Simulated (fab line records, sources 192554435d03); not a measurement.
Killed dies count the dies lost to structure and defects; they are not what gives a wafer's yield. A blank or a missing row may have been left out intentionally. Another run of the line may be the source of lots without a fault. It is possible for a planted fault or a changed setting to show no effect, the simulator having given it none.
Split-lot experiment ; flow n5-finfet ; 39 wafers read from 7 lots, route of 1938 steps

## SPLIT DETAILS
At N5_BEOL_M8_DESCUM_33 (chemistry O2, time 7 s), the setting time-s was moved away from the recipe's 7 s on 12 of the 39 wafers read, by -35.2% to +39.0%. This setting was run at the recipe's value on the other wafers.

There is no step in the file separating the split from the reading.

## THE READING
CAR-EUV_of_BEOL_M8_COAT_22.thk-nm (the simulator's own value, which no gauge read), in nm, at N5_BEOL_M8_ETCH_72 (etches underlayer in N2/H2, target depth 6.5 nm, time 5.2 s). The file does not state a usual value for it. Average 20.3 nm, standard deviation 0.11 nm, over the 27 wafers here run with the recipe.

wafer;tool, chamber at the split;time-s as run, s;against the recipe;CAR-EUV_of_BEOL_M8_COAT_22.thk-nm, nm;against lot-mates on the recipe
L074.1;rie-diel-05, 1,3,2;9.524;+36.1%;19;-1.2
L074.2;rie-diel-05, 1,3,2;9.524;+36.1%;19;-1.2
L074.3;rie-diel-05, 0,1;7;recipe;20.2;-
L074.5;rie-diel-05, 0;7;recipe;20.2;-
L074.6;rie-diel-05, 0,1;7;recipe;20.2;-
L074.4;rie-diel-05, 1,3,2;9.524;+36.1%;18.8;-1.4
L076.1;rie-diel-03, 3,1,2,0,0,1;7;recipe;20.4;-
L076.4;rie-diel-03, 3,1,2,0,0,1;7;recipe;20.4;-
L076.2;rie-diel-03, 3,1,2,0,0,1;7;recipe;20.2;-
L076.3;rie-diel-03, 3,1,2,0,0,1;7;recipe;20.2;-
L076.5;rie-diel-03, 3,1,2,0,0,1;7;recipe;20.2;-
L076.6;rie-diel-03, 3,1,2,0,0,1;7;recipe;20.2;-
L083.1;rie-diel-05, 2,3,1;9.319;+33.1%;19.2;-1.2
L083.4;rie-diel-05, 2,3,1;9.319;+33.1%;19.2;-1.2
L083.6;rie-diel-05, 2,3,1;9.319;+33.1%;19.2;-1.2
L083.2;rie-diel-05, 0;7;recipe;20.4;-
L083.3;rie-diel-05, 1;7;recipe;20.4;-
L083.5;rie-diel-05, 0;7;recipe;20.4;-
L088.1;rie-diel-05, 0,1,0;7;recipe;20.4;-
L088.4;rie-diel-05, 0,1,0;7;recipe;20.2;-
L088.6;rie-diel-05, 0,1,0;7;recipe;20.2;-
L087.1;rie-diel-05, 0,1,1;9.73;+39.0%;19;-1.2
L087.6;rie-diel-05, 0,1,1;9.73;+39.0%;19;-1.2
L087.2;rie-diel-05, 2,3,2;7;recipe;20.2;-
L087.3;rie-diel-05, 2,3,2;7;recipe;20.2;-
L087.5;rie-diel-05, 2,3,2;7;recipe;20.2;-
L087.4;rie-diel-05, 0,1,1;9.73;+39.0%;18.8;-1.4
L093.1;rie-diel-03, 1,1,2;7;recipe;20.4;-
L093.2;rie-diel-03, 0,2,3;7;recipe;20.4;-
L093.3;rie-diel-03, 0,2,3;7;recipe;20.4;-
L093.4;rie-diel-03, 0,2,3;7;recipe;20.4;-
L093.5;rie-diel-03, 1,1,2;7;recipe;20.4;-
L093.6;rie-diel-03, 1,1,2;7;recipe;20.4;-
L097.1;rie-diel-03, 0,3,0;4.539;-35.2%;21.6;+1.2
L097.5;rie-diel-03, 0,3,0;4.539;-35.2%;21.6;+1.2
L097.2;rie-diel-03, 2;7;recipe;20.2;-
L097.3;rie-diel-03, 0,3,0;4.539;-35.2%;21.8;+1.4
L097.4;rie-diel-03, 1,3;7;recipe;20.4;-
L097.6;rie-diel-03, 1,3;7;recipe;20.6;-
When a row names more than one chamber, that row covers several wafers, and the file does not tell which wafer ran in which chamber.

FIT RESULTS
A straight line over all 39 wafers: CAR-EUV_of_BEOL_M8_COAT_22.thk-nm changes by -0.0366 nm for each +1% of time-s; r = -0.99; the points scatter about the line by 0.11 nm.
The same after taking each lot's own level away (the mean of its wafers on the recipe; 39 wafers): -0.0349 nm for each +1%; r = -0.99; scatter 0.086 nm.
The reading moves by 1.4 nm for the largest change in time-s, on that fit.
From 20.20 to 20.40 nm: that is the span of the lots' own levels, equal to 1.8 times the standard deviation above.
The two slopes agree, so the slope changes little with the lot-to-lot level.
Check: with one of the wafers moved furthest among these (+39.0%) left out of the fit, the line predicts -1.37 nm for it against its lot-mates. It came out at -1.2 nm against them.

## ADDITIONAL SPLITS CARRIED BY THESE WAFERS
Other splits were also applied to these wafers ahead of the reading. Each is held against what the fit with the lots' levels taken away leaves over:
other split on the same wafers;wafers away from the commonest value;r with CAR-EUV_of_BEOL_M8_COAT_22.thk-nm (lot level and that fit taken away)
N5_BEOL_M4_DESCUM_16 time-s;15;+0.23

## THE WHOLE CHAIN: every reading that the file lists as answering this split, in the file's order
step;what it does;reading;change (the file's fit);r (the file's)
N5_BEOL_M8_DESCUM_33;chemistry O2, time 7 s;CAR-EUV_of_BEOL_M8_COAT_22.thk-nm (the simulator's own value, which no gauge read);-0.0358 nm for each +1% of the setting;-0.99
N5_BEOL_M8_ETCH_72;etches underlayer in N2/H2, target depth 6.5 nm, time 5.2 s;CAR-EUV_of_BEOL_M8_COAT_22.thk-nm (the simulator's own value, which no gauge read);-0.0348 nm for each +1% of the setting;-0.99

## THE FILE'S OWN FIT
CAR-EUV_of_BEOL_M8_COAT_22.thk-nm changes by -0.0348 nm for each +1% of time-s, r = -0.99.
